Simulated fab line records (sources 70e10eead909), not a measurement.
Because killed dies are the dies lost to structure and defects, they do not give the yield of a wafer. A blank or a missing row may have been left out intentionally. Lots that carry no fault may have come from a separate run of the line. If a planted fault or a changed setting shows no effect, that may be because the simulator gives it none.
fab line records ; flow nand_harc ; part 1 of 2: steps 1 to 23 of 29
[record] lots = 5; wafers = 15; last_day = 33
route steps=1302 shown A_STAIRCASE@647
lots with no fault: from the same line, run without faults
start_h: hours from the record's opening day to when the first of the lot's shown wafers began ; wait_h: hours from the lot's prior step to this one ; " same as the row above ; L1.1+2: a single row standing in for several wafers ; - no value, or no start was given ; * or withheld: withheld ; < > ~ a bound
route shown NAME@n: NAME is a module with steps in the file, n the number in the route of the first one ; usual: average and standard deviation across the fault-free wafers ; same: alike in all rows ; chamber/n: place in a boat ; sites: the reading at each site ; _std_site: the values' standard deviation ; _edge_site: outer sites' mean less inner sites' ; radius_mm: how far each site lies from the wafer's centre ; mask NAME#n: copy n ; behind: the most recent tool/chamber to have shaped the wafer ; hold: why the lot was held/for how many hours/how that ended ; device: the transistor (n, p or np) that didn't switch ; end of line: tests run on the same wafers once the route is complete ; for a step that has no rows: nothing shown but its recipe ; killed: dies lost to structure and defects at the first sort, not the wafer's yield ; map: a wafer's dies, marking killed ones x, the rest . and places with no die _
set.NAME: the setting the step ran with; set.NAME@STEP: the setting that earlier step ran with ; model.NAME: the simulator's own value behind a step, which no gauge read
certain route steps with their lots: each step a table, each wafer a row
services: from which hour (start_h, from the record's first day; less than 0 if before it) a tool's chamber was out of use, for how many hours, and why
[[steps]]
[step NHARC_A_STAIRCASE_DEVELOP_165]
[recipe] time_s = 140
lot.wafer;tool;chamber;start_h;wait_h
L078.1+3+4;litho_track-03;0;-;-
L081.1+4+5;litho_track-07;0;-;-
L089.2+5+6;litho_track-07;0;-;-
L094.3+4+6;litho_track-07;0;-;-
L096.1+5+6;litho_track-03;0;-;-
[step NHARC_A_STAIRCASE_HARDBAKE_167]
[recipe] temp_c = 120; time_s = 140
lot.wafer;tool;chamber;start_h;wait_h
L078.1+3+4;litho_track-03;0;394.65;-
L081.1+4+5;litho_track-03;0;408.71;-
L089.2+5+6;litho_track-02;0;496.84;-
L094.3+4+6;litho_track-07;0;557.63;-
L096.1+5+6;litho_track-07;0;567.71;-
[step NHARC_A_STAIRCASE_DESCUM_168]
[recipe] time_s = 3; o2_flow_sccm = 200; ar_flow_sccm = 0; bias_power_w = 0; chemistry = O2
[usual] drypump_motor_current_A = 5.8/0.5; mfc_ar_sccm = 0.006/0.012; oes_product_au = 0.991/0.01; rf_vpp_V = 57.8/0.95; showerhead_plenum_p_Torr = 1.94/0.099; throttle_valve_pct = 11.311/0.0099
lot.wafer;tool;chamber;start_h;wait_h;drypump_motor_current_A;mfc_ar_sccm;oes_product_au;rf_hours_counter_h;rf_vpp_V;showerhead_plenum_p_Torr;throttle_valve_pct
L078.4;rie_diel-06;0;394.78;-;5.8;0;0.985;21;57.9;1.98;11.306
L078.3;rie_diel-06;1;394.78;-;6.8;0.039;0.976;20;59.3;2.05;11.333
L078.1;rie_diel-06;2;394.78;-;5.2;0;0.979;21;57.7;2.07;11.315
L081.1;rie_diel-06;2;408.81;-;5.2;0;0.987;26;58.2;2.07;11.295
L081.4;rie_diel-06;3;408.81;-;6.0;0.006;1.000;25;57.6;1.96;11.315
L081.5;rie_diel-06;2;408.81;-;5.2;0;0.977;-;59.5;2.07;11.325
L089.2;rie_diel-01;0;496.92;-;5.1;0;0.992;35;56.6;1.88;11.311
L089.6;rie_diel-01;0;496.92;-;5.0;0;0.986;-;57.9;1.88;11.327
L089.5;rie_diel-01;1;496.92;-;6.4;0.022;0.987;-;56.6;1.96;11.329
L094.3;rie_diel-01;2;557.72;-;5.7;0;0.999;59;57.3;1.82;11.323
L094.4;rie_diel-01;3;557.72;-;5.2;0;1.006;52;57.8;1.80;11.330
L094.6;rie_diel-01;2;557.72;-;5.7;0;0.996;-;56.2;1.82;11.318
L096.1;rie_diel-06;2;570.34;-;5.2;0;0.984;28;58.9;2.05;11.303
L096.6;rie_diel-06;1;570.34;-;6.7;0.039;0.996;-;57.3;2.03;11.296
L096.5;rie_diel-06;2;570.34;-;5.2;0;0.979;-;58.6;2.05;11.312
[step NHARC_A_STAIRCASE_ETCH_169]
[recipe] target_depth_a = 500; time_s = 107.1; ion_energy_ev = 120; ch3f_flow_sccm = 50; o2_flow_sccm = 30; ar_flow_sccm = 200; rf_w = 500; bias_w = 100; chemistry = CH3F/O2
[usual] drypump_motor_current_A = 5.8/0.5; mfc_ar_sccm = 200.0/0.58; oes_product_au = 0.942/0.019; rf_vpp_V = 244.8/1.9; showerhead_plenum_p_Torr = 2.49/0.13; throttle_valve_pct = 20.663/0.0094
lot.wafer;tool;chamber;start_h;wait_h;drypump_motor_current_A;mfc_ar_sccm;oes_product_au;rf_hours_counter_h;rf_vpp_V;showerhead_plenum_p_Torr;throttle_valve_pct
L078.1;rie_diel-06;0;395.16;0.4;5.7;200.4;0.928;21;245.1;2.54;20.653
L078.4;rie_diel-06;1;395.16;0.4;6.8;199.1;0.917;20;246.2;2.63;20.658
L078.3;rie_diel-06;2;395.16;0.4;5.2;200.1;0.921;22;247.9;2.65;20.663
L081.1;rie_diel-06;3;408.89;0.1;6.0;201.3;0.981;25;246.2;2.52;20.655
L081.4;rie_diel-06;1;408.89;0.1;6.8;199.8;0.945;25;246.5;2.63;20.645
L081.5;rie_diel-06;3;408.89;0.1;6.0;200.1;0.988;-;243.7;2.52;20.651
L089.2;rie_diel-01;0;497.04;0.1;5.0;199.6;0.952;35;243.3;2.42;20.658
L089.6;rie_diel-01;1;497.04;0.1;6.4;200.0;0.927;-;245.0;2.51;20.675
L089.5;rie_diel-01;2;497.04;0.1;5.7;200.1;0.964;-;242.5;2.35;20.667
L094.4;rie_diel-01;2;557.81;0.1;5.7;199.4;0.943;59;242.3;2.34;20.688
L094.3;rie_diel-01;3;557.81;0.1;5.2;200.1;0.978;52;243.7;2.31;20.666
L094.6;rie_diel-01;1;557.81;0.1;6.4;200.2;0.933;-;243.6;2.50;20.653
L096.1;rie_diel-06;0;570.44;0.1;5.7;199.5;0.939;28;246.5;2.51;20.640
L096.5;rie_diel-06;1;570.44;0.1;6.8;200.1;0.941;-;246.5;2.60;20.661
L096.6;rie_diel-06;2;570.44;0.1;5.3;198.9;0.940;-;247.5;2.63;20.663
[step NHARC_A_STAIRCASE_ETCH_170]
[recipe] target_depth_a = 2000; time_s = 66.667; ion_energy_ev = 250; c4f6_flow_sccm = 25; o2_flow_sccm = 20; ar_flow_sccm = 500; rf_w = 600; bias_w = 500; chemistry = C4F6/O2
[usual] drypump_motor_current_A = 5.8/0.53; mfc_ar_sccm = 500.2/1.6; oes_product_au = 0.962/0.019; rf_vpp_V = 548/3.9; showerhead_plenum_p_Torr = 3.97/0.19; throttle_valve_pct = 26.903/0.0086
lot.wafer;tool;chamber;start_h;wait_h;drypump_motor_current_A;mfc_ar_sccm;oes_product_au;rf_hours_counter_h;rf_vpp_V;showerhead_plenum_p_Torr;throttle_valve_pct
L078.1;rie_diel-06;0;-;-;5.8;499.5;0.954;21;549;4.04;26.894
L078.3;rie_diel-06;2;-;-;5.3;498.1;0.932;22;553;4.21;26.909
L078.4;rie_diel-06;3;-;-;6.0;500.3;0.965;22;548;4.02;26.895
L081.4;rie_diel-06;2;-;-;5.2;498.1;0.961;26;554;4.21;26.912
L081.1;rie_diel-06;1;-;-;6.8;499.9;0.948;25;552;4.18;26.907
L081.5;rie_diel-06;2;-;-;5.3;499.3;0.952;-;552;4.21;26.884
L089.2;rie_diel-01;3;-;-;5.2;500.9;0.995;33;542;3.71;26.901
L089.5;rie_diel-01;0;-;-;5.1;499.8;0.955;-;546;3.86;26.905
L089.6;rie_diel-01;1;-;-;6.4;499.5;0.954;-;549;4.01;26.899
L094.4;rie_diel-01;3;-;-;5.2;500.7;0.983;52;542;3.70;26.907
L094.3;rie_diel-01;1;-;-;6.4;503.1;0.946;62;549;3.99;26.908
L094.6;rie_diel-01;0;-;-;5.1;501.1;0.975;-;547;3.85;26.901
L096.1;rie_diel-06;2;-;-;5.3;505.3;0.953;28;553;4.18;26.917
L096.5;rie_diel-06;0;-;-;5.8;502.3;0.958;-;548;4.01;26.916
L096.6;rie_diel-06;1;-;-;6.8;499.5;0.962;-;551;4.14;26.903
[step NHARC_A_STAIRCASE_STRIP_171]
[recipe] power_w = 1500; temp_c = 250; chemistry = O2
[usual] drypump_motor_current_A = 5.65/0.15; heater_power_w = 311/25
lot.wafer;tool;chamber;start_h;wait_h;drypump_motor_current_A;heater_power_w;rf_hours_counter_h
L078.1;plasma_asher-01;1;395.66;-;5.60;336;15
L078.4;plasma_asher-01;0;395.66;-;5.65;291;-
L078.3;plasma_asher-01;1;395.66;-;5.56;339;-
L081.1;plasma_asher-02;0;409.16;-;5.47;285;23
L081.4;plasma_asher-02;0;409.16;-;5.48;287;-
L081.5;plasma_asher-02;1;409.16;-;5.93;318;-
L089.2;plasma_asher-02;1;497.29;-;5.93;336;10
L089.6;plasma_asher-02;0;497.29;-;5.48;295;-
L089.5;plasma_asher-02;1;497.29;-;5.97;346;-
L094.3;plasma_asher-01;0;558.12;-;5.65;272;-
L094.4;plasma_asher-01;1;558.12;-;5.57;348;-
L094.6;plasma_asher-01;0;558.12;-;5.64;270;-
L096.1;plasma_asher-01;0;570.65;-;5.64;276;8
L096.6;plasma_asher-01;0;570.65;-;5.65;284;-
L096.5;plasma_asher-01;1;570.65;-;5.57;340;-
[step NHARC_A_STAIRCASE_STRIP_172]
[recipe] time_s = 900; temp_c = 130; chemistry = SPM
[usual] bath_heat_duty_pct = 15.3/1.6
lot.wafer;tool;chamber;start_h;wait_h;bath_heat_duty_pct
L078.4;wet_bench-02;3;395.96;0.2;13.2
L078.1;wet_bench-02;7;395.96;0.2;15.9
L078.3;wet_bench-02;0;395.96;0.2;14.5
L081.5;wet_bench-06;7;409.47;0.1;17.6
L081.1;wet_bench-06;2;409.47;0.1;16.9
L081.4;wet_bench-06;3;409.47;0.1;14.9
L089.6;wet_bench-06;2;497.59;0.1;17.0
L089.2;wet_bench-06;3;497.59;0.1;14.4
L089.5;wet_bench-06;7;497.59;0.1;16.0
L094.4;wet_bench-06;6;558.37;0.2;16.5
L094.3;wet_bench-06;0;558.37;0.2;12.7
L094.6;wet_bench-06;3;558.37;0.2;14.0
L096.6;wet_bench-06;1;571.00;0.1;14.5
L096.1;wet_bench-06;2;571.00;0.1;17.7
L096.5;wet_bench-06;4;571.00;0.1;15.1
[step NHARC_A_STAIRCASE_PRECLEAN_173]
[recipe] time_s = *; temp_c = 50; bath_age_min = 0; chemistry = SC1
[usual] bath_heat_duty_pct = 7.3/0.81; diw_flow_mL_min = 1415/4.3
[same] bath_age_min = 0
lot.wafer;tool;chamber;start_h;wait_h;bath_heat_duty_pct;diw_flow_mL_min
L078.4;wet_bench-02;3;-;-;6.5;1420
L078.1;wet_bench-02;7;-;-;7.8;1409
L078.3;wet_bench-02;0;-;-;8.2;1413
L081.5;wet_bench-06;7;-;-;7.8;1414
L081.1;wet_bench-06;2;-;-;8.5;1409
L081.4;wet_bench-06;3;-;-;7.1;1415
L089.6;wet_bench-06;2;-;-;9.6;1421
L089.2;wet_bench-06;3;-;-;7.1;1415
L089.5;wet_bench-06;7;-;-;6.8;1419
L094.4;wet_bench-06;6;-;-;7.0;1406
L094.3;wet_bench-06;0;-;-;6.2;1419
L094.6;wet_bench-06;3;-;-;6.8;1410
L096.6;wet_bench-06;1;-;-;7.7;1416
L096.1;wet_bench-06;2;-;-;8.0;1412
L096.5;wet_bench-06;4;-;-;8.5;1412
[step NHARC_A_STAIRCASE_SRD_174]
lot.wafer;tool;chamber;start_h;wait_h
L078.4+1+3;wet_bench-02;3,7,0;-;-
L081.5+1+4;wet_bench-06;7,2,3;-;-
L089.6+2+5;wet_bench-06;2,3,7;-;-
L094.4+3+6;wet_bench-06;6,0,3;-;-
L096.6+1+5;wet_bench-06;1,2,4;-;-
[step NHARC_A_STAIRCASE_DEHYDRATE_01]
[recipe] temp_c = 150; time_s = 120
[usual] plate_temp_C = 150.00/0.14
lot.wafer;tool;chamber;start_h;wait_h;plate_temp_C
L078.1;litho_track-02;0;396.42;-;149.89
L078.3;litho_track-02;0;396.42;-;149.94
L078.4;litho_track-02;0;396.42;-;149.87
L081.1;litho_track-02;0;409.92;-;149.89
L081.4;litho_track-02;0;409.92;-;150.08
L081.5;litho_track-02;0;409.92;-;150.15
L089.2;litho_track-07;0;498.04;-;150.12
L089.5;litho_track-07;0;498.04;-;150.14
L089.6;litho_track-07;0;498.04;-;149.94
L094.3;litho_track-07;0;558.83;-;150.05
L094.4;litho_track-07;0;558.83;-;150.11
L094.6;litho_track-07;0;558.83;-;150.34
L096.1;litho_track-03;0;571.45;-;150.00
L096.5;litho_track-03;0;571.45;-;150.35
L096.6;litho_track-03;0;571.45;-;150.34
[step NHARC_A_STAIRCASE_HMDS_02]
[recipe] time_s = 30
lot.wafer;tool;chamber;start_h;wait_h
L078.1+3+4;litho_track-02;0;-;-
L081.1+4+5;litho_track-02;0;-;-
L089.2+5+6;litho_track-07;0;-;-
L094.3+4+6;litho_track-07;0;-;-
L096.1+5+6;litho_track-03;0;-;-
[step NHARC_A_STAIRCASE_COAT_03]
[recipe] spin_rpm = 1200
lot.wafer;tool;chamber;start_h;wait_h
L078.1+3+4;litho_track-02;0;-;-
L081.1+4+5;litho_track-02;0;-;-
L089.2+5+6;litho_track-07;0;-;-
L094.3+4+6;litho_track-07;0;-;-
L096.1+5+6;litho_track-03;0;-;-
[step NHARC_A_STAIRCASE_SOFTBAKE_04]
[recipe] temp_c = 135; time_s = 170
[usual] plate_temp_C = 134.99/0.15
lot.wafer;tool;chamber;start_h;wait_h;plate_temp_C
L078.1;litho_track-02;0;-;-;134.81
L078.3;litho_track-02;0;-;-;135.05
L078.4;litho_track-02;0;-;-;134.96
L081.1;litho_track-02;0;-;-;134.75
L081.4;litho_track-02;0;-;-;134.99
L081.5;litho_track-02;0;-;-;134.98
L089.2;litho_track-07;0;-;-;135.07
L089.5;litho_track-07;0;-;-;135.03
L089.6;litho_track-07;0;-;-;135.07
L094.3;litho_track-07;0;-;-;135.12
L094.4;litho_track-07;0;-;-;135.10
L094.6;litho_track-07;0;-;-;135.13
L096.1;litho_track-03;0;-;-;134.93
L096.5;litho_track-03;0;-;-;135.17
L096.6;litho_track-03;0;-;-;135.05
[step NHARC_A_STAIRCASE_EBR_05]
lot.wafer;tool;chamber;start_h;wait_h
L078.1+3+4;litho_track-02;0;-;-
L081.1+4+5;litho_track-02;0;-;-
L089.2+5+6;litho_track-07;0;-;-
L094.3+4+6;litho_track-07;0;-;-
L096.1+5+6;litho_track-03;0;-;-
[step NHARC_A_STAIRCASE_EXPOSE_06]
[recipe] na = 0.5; dose_mj = 25.43; mask_id = STAIR
lot.wafer;tool;chamber;start_h;wait_h;mask
L078.1+3+4;krf_scanner-01;0;396.75;-;STAIR#0
L081.1+4+5;krf_scanner-04;0;410.26;-;STAIR#0
L089.2+5+6;krf_scanner-01;0;498.38;-;STAIR#0
L094.3+4+6;krf_scanner-01;0;559.17;-;STAIR#0
L096.1+5+6;krf_scanner-04;0;571.78;-;STAIR#0
[step NHARC_A_STAIRCASE_PEB_07]
[recipe] peb_temp_c = 115; peb_time_s = 130
[usual] plate_temp_C = 114.97/0.15
lot.wafer;tool;chamber;start_h;wait_h;plate_temp_C
L078.1;litho_track-03;0;396.82;0.1;114.95
L078.3;litho_track-03;0;396.82;0.1;115.09
L078.4;litho_track-03;0;396.82;0.1;115.10
L081.1;litho_track-03;0;410.32;0.1;114.72
L081.4;litho_track-03;0;410.32;0.1;115.14
L081.5;litho_track-03;0;410.32;0.1;115.08
L089.2;litho_track-02;0;498.44;0.1;114.95
L089.5;litho_track-02;0;498.44;0.1;114.91
L089.6;litho_track-02;0;498.44;0.1;114.87
L094.3;litho_track-03;0;559.23;0.0;114.93
L094.4;litho_track-03;0;559.23;0.0;115.04
L094.6;litho_track-03;0;559.23;0.0;114.95
L096.1;litho_track-07;0;571.85;0.1;114.91
L096.5;litho_track-07;0;571.85;0.1;114.90
L096.6;litho_track-07;0;571.85;0.1;114.70
[step NHARC_A_STAIRCASE_DEVELOP_08]
[recipe] time_s = 140
lot.wafer;tool;chamber;start_h;wait_h
L078.1+3+4;litho_track-03;0;-;-
L081.1+4+5;litho_track-03;0;-;-
L089.2+5+6;litho_track-02;0;-;-
L094.3+4+6;litho_track-03;0;-;-
L096.1+5+6;litho_track-07;0;-;-
[step NHARC_A_STAIRCASE_HARDBAKE_10]
[recipe] temp_c = 120; time_s = 140
lot.wafer;tool;chamber;start_h;wait_h
L078.1+3+4;litho_track-07;0;397.03;-
L081.1+4+5;litho_track-07;0;410.54;-
L089.2+5+6;litho_track-03;0;498.67;-
L094.3+4+6;litho_track-02;0;559.46;-
L096.1+5+6;litho_track-03;0;572.07;-
[step NHARC_A_STAIRCASE_DESCUM_11]
[recipe] time_s = 3; o2_flow_sccm = 200; ar_flow_sccm = 0; bias_power_w = 0; chemistry = O2
[usual] drypump_motor_current_A = 5.8/0.49; mfc_ar_sccm = 0.006/0.013; oes_product_au = 0.992/0.011; rf_vpp_V = 57.7/1; showerhead_plenum_p_Torr = 1.94/0.1; throttle_valve_pct = 11.311/0.0091
lot.wafer;tool;chamber;start_h;wait_h;drypump_motor_current_A;mfc_ar_sccm;oes_product_au;rf_hours_counter_h;rf_vpp_V;showerhead_plenum_p_Torr;throttle_valve_pct
L078.4;rie_diel-04;1;397.13;-;5.7;0;0.996;8;56.9;1.80;11.304
L078.1;rie_diel-04;2;397.13;-;5.9;0;1.004;9;58.6;2.07;11.310
L078.3;rie_diel-04;3;397.13;-;6.3;0;0.981;7;55.9;1.77;11.308
L081.1;rie_diel-06;0;410.65;-;5.8;0;0.967;26;57.5;1.97;11.307
L081.4;rie_diel-06;1;410.65;-;6.8;0.039;0.980;25;57.9;2.05;11.318
L081.5;rie_diel-06;3;410.65;-;6.1;0.006;0.991;-;58.3;1.96;11.305
L089.2;rie_diel-01;0;498.76;-;5.0;0;0.990;35;58.1;1.88;11.319
L089.5;rie_diel-01;3;498.76;-;5.2;0;1.004;-;57.2;1.80;11.313
L089.6;rie_diel-01;0;498.76;-;5.1;0;0.983;-;57.1;1.88;11.302
L094.3;rie_diel-04;2;559.64;-;5.9;0;0.968;3;58.7;2.06;11.296
L094.4;rie_diel-04;0;559.64;-;5.7;0;1.003;4;57.7;1.85;11.287
L094.6;rie_diel-04;1;559.64;-;5.7;0;0.997;-;57.5;1.78;11.328
L096.1;rie_diel-06;3;572.18;-;6.0;0.006;1.009;28;58.6;1.95;11.304
L096.6;rie_diel-06;1;572.18;-;6.8;0.039;0.997;-;59.0;2.03;11.323
L096.5;rie_diel-06;2;572.18;-;5.3;0;0.986;-;58.5;2.05;11.303
[step NHARC_A_STAIRCASE_TRIM_12]
[recipe] time_s = 211.2; o2_flow_sccm = 500; ar_flow_sccm = 0; bias_w = 0; chemistry = O2
[usual] drypump_motor_current_A = 5.8/0.51; mfc_ar_sccm = 0.007/0.013; oes_product_au = 0.993/0.011; rf_vpp_V = 57.7/0.93; showerhead_plenum_p_Torr = 3.56/0.18; throttle_valve_pct = 17.036/0.009
lot.wafer;tool;chamber;start_h;wait_h;drypump_motor_current_A;mfc_ar_sccm;oes_product_au;rf_hours_counter_h;rf_vpp_V;showerhead_plenum_p_Torr;throttle_valve_pct
L078.1;rie_diel-04;3;397.27;0.1;6.2;0;0.986;7;56.2;3.29;17.047
L078.4;rie_diel-04;1;397.27;0.1;5.7;0;0.997;8;57.1;3.33;17.032
L078.3;rie_diel-04;2;397.27;0.1;5.9;0;0.996;9;57.9;3.80;17.038
L081.4;rie_diel-06;2;410.73;0.1;5.3;0;0.974;26;59.1;3.79;17.020
L081.1;rie_diel-06;3;410.73;0.1;6.0;0.006;0.998;25;58.2;3.61;17.044
L081.5;rie_diel-06;1;410.73;0.1;6.8;0.039;0.981;-;58.7;3.76;17.046
L089.2;rie_diel-01;2;498.84;0.1;5.7;0;0.991;39;56.6;3.38;17.028
L089.5;rie_diel-01;2;498.84;0.1;5.7;0;0.988;-;58.5;3.38;17.038
L089.6;rie_diel-01;3;498.84;0.1;5.2;0;1.013;-;56.2;3.33;17.037
L094.3;rie_diel-04;0;559.72;0.1;5.7;0;1.002;4;56.4;3.43;17.031
L094.4;rie_diel-04;1;559.72;0.1;5.7;0;0.993;3;58.0;3.30;17.027
L094.6;rie_diel-04;0;559.72;0.1;5.7;0;1.004;-;57.4;3.43;17.041
L096.1;rie_diel-06;1;572.26;0.1;6.8;0.039;1.005;27;58.2;3.73;17.033
L096.5;rie_diel-06;0;572.26;0.1;5.8;0;0.995;-;58.5;3.60;17.034
L096.6;rie_diel-06;1;572.26;0.1;6.8;0.039;1.003;-;58.4;3.73;17.035
[step NHARC_A_STAIRCASE_ETCH_13]
[recipe] target_depth_a = 1000; time_s = 40.5; ion_energy_ev = 400; c4f8_flow_sccm = 20; o2_flow_sccm = 10; ar_flow_sccm = withheld; rf_w = 600; bias_w = 1000; chemistry = C4F8/O2
[usual] oes_product_au = 0.935/0.016; rf_vpp_V = 897/6.3
lot.wafer;tool;chamber;start_h;wait_h;oes_product_au;rf_hours_counter_h;rf_vpp_V
L078.4;rie_diel-04;3;-;-;0.929;7;889
L078.1;rie_diel-04;0;-;-;0.920;7;894
L078.3;rie_diel-04;2;-;-;0.924;9;906
L081.1;rie_diel-06;1;-;-;0.926;25;904
L081.4;rie_diel-06;2;-;-;0.923;26;904
L081.5;rie_diel-06;0;-;-;0.931;-;899
L089.2;rie_diel-01;0;-;-;0.943;36;894
L089.5;rie_diel-01;1;-;-;0.939;-;898
L089.6;rie_diel-01;2;-;-;0.947;-;891
L094.3;rie_diel-04;3;-;-;0.979;4;906
L094.4;rie_diel-04;1;-;-;0.937;3;888
L094.6;rie_diel-04;0;-;-;0.952;-;893
L096.1;rie_diel-06;0;-;-;0.944;28;898
L096.5;rie_diel-06;3;-;-;0.972;-;898
L096.6;rie_diel-06;0;-;-;0.941;-;898
[step NHARC_A_STAIRCASE_TRIM_14]
[recipe] time_s = 211.2; o2_flow_sccm = 500; ar_flow_sccm = 0; bias_w = 0; chemistry = O2
[usual] drypump_motor_current_A = 5.8/0.5; mfc_ar_sccm = 0.006/0.012; oes_product_au = 0.994/0.012; rf_vpp_V = 58.0/0.87; showerhead_plenum_p_Torr = 3.56/0.18; throttle_valve_pct = 17.037/0.0092
lot.wafer;tool;chamber;start_h;wait_h;drypump_motor_current_A;mfc_ar_sccm;oes_product_au;rf_hours_counter_h;rf_vpp_V;showerhead_plenum_p_Torr;throttle_valve_pct
L078.1;rie_diel-04;2;-;-;5.9;0;0.987;9;59.0;3.80;17.040
L078.4;rie_diel-04;3;-;-;6.3;0;0.980;8;56.1;3.29;17.042
L078.3;rie_diel-04;0;-;-;5.7;0;0.985;7;57.8;3.45;17.038
L081.1;rie_diel-06;0;-;-;5.8;0;0.978;26;57.7;3.63;17.034
L081.4;rie_diel-06;2;-;-;5.3;0;0.978;26;59.7;3.79;17.033
L081.5;rie_diel-06;1;-;-;6.7;0.039;0.983;-;58.8;3.76;17.021
L089.2;rie_diel-01;2;-;-;5.7;0;0.995;39;57.9;3.38;17.034
L089.5;rie_diel-01;3;-;-;5.2;0;1.011;-;57.9;3.33;17.041
L089.6;rie_diel-01;0;-;-;5.0;0;0.994;-;56.9;3.47;17.042
L094.3;rie_diel-04;3;-;-;6.3;0;1.023;4;60.1;3.81;17.017
L094.4;rie_diel-04;0;-;-;5.7;0;1.008;4;57.2;3.42;17.041
L094.6;rie_diel-04;3;-;-;6.3;0;1.022;-;58.4;3.81;17.031
L096.1;rie_diel-06;3;-;-;6.0;0.006;1.024;28;58.5;3.58;17.028
L096.6;rie_diel-06;1;-;-;6.8;0.039;0.993;-;58.3;3.73;17.054
L096.5;rie_diel-06;2;-;-;5.2;0;0.980;-;58.1;3.76;17.050
[step NHARC_A_STAIRCASE_ETCH_15]
[recipe] target_depth_a = 1000; time_s = 40.5; ion_energy_ev = 400; c4f8_flow_sccm = 20; o2_flow_sccm = 10; ar_flow_sccm = withheld; rf_w = 600; bias_w = 1000; chemistry = C4F8/O2
[usual] oes_product_au = 0.934/0.013; rf_vpp_V = 897/6.3
lot.wafer;tool;chamber;start_h;wait_h;oes_product_au;rf_hours_counter_h;rf_vpp_V
L078.3;rie_diel-04;0;-;-;0.934;7;895
L078.4;rie_diel-04;1;-;-;0.930;9;888
L078.1;rie_diel-04;2;-;-;0.932;9;905
L081.4;rie_diel-06;3;-;-;0.953;26;898
L081.1;rie_diel-06;0;-;-;0.923;26;901
L081.5;rie_diel-06;0;-;-;0.918;-;899
L089.2;rie_diel-01;2;-;-;0.953;39;890
L089.6;rie_diel-01;1;-;-;0.932;-;898
L089.5;rie_diel-01;2;-;-;0.947;-;891
L094.4;rie_diel-04;3;-;-;0.969;4;905
L094.3;rie_diel-04;0;-;-;0.955;4;893
L094.6;rie_diel-04;2;-;-;0.932;-;905
L096.1;rie_diel-06;1;-;-;0.936;28;904
L096.6;rie_diel-06;2;-;-;0.923;-;904
L096.5;rie_diel-06;3;-;-;0.975;-;899
